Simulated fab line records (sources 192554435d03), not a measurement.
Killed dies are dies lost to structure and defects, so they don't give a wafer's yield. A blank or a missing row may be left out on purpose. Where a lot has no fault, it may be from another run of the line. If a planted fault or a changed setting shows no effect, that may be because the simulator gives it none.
Chamber matching + flow n5Finfet + 4 sister chambers for N5_HKMG_FIN_ETCH_55 on rieDiel-05
The step etches SOC in N2/H2, target depth 240 nm, time 300 s. 4 wafers are shown with their chamber, then 7 later ones without.

## WAFERS, EACH WITH ITS CHAMBER
| wafer  | chamber | drypumpMotorCurrentA (A) |
|--------|---------|--------------------------|
| L084.5 | 2       | 5.8                      |
| L086.6 | 1       | 5.4                      |
| L087.2 | 0       | 6.3                      |
| L087.4 | 3       | 6.6                      |

## WAFERS WITHOUT THEIR CHAMBER
| wafer  | drypumpMotorCurrentA (A) |
|--------|--------------------------|
| L087.6 | 6.4                      |
| L096.3 | 5.4                      |
| L096.4 | 6.6                      |
| L096.6 | 6.3                      |
| L097.3 | 6.6                      |
| L097.4 | 5.4                      |
| L097.5 | 5.4                      |

## WHICH CHAMBER EACH WENT THROUGH
| wafer  | from the rows above | in truth |
|--------|---------------------|----------|
| L087.6 | 0                   | 0        |
| L096.3 | 1                   | 1        |
| L096.4 | 3                   | 3        |
| L096.6 | 0                   | 0        |
| L097.3 | 3                   | 3        |
| L097.4 | 1                   | 1        |
| L097.5 | 1                   | 1        |
7 of 7 placed correctly. From these rows, 0 cannot be placed. Placed wrongly: 0.
How it was worked out, from the rows above alone: a wafer's distance from a chamber is the root of the sum, over the readings, of the square of ((its reading less the chamber's mean) divided by the reading's scatter). The wafer belongs to the nearest chamber; if the next one is less than 2 further off, it can't be placed. A chamber's mean is the mean of its shown wafers. The scatter: root of mean squared gap, hidden wafer to nearest shown wafer, with one shown wafer a chamber.
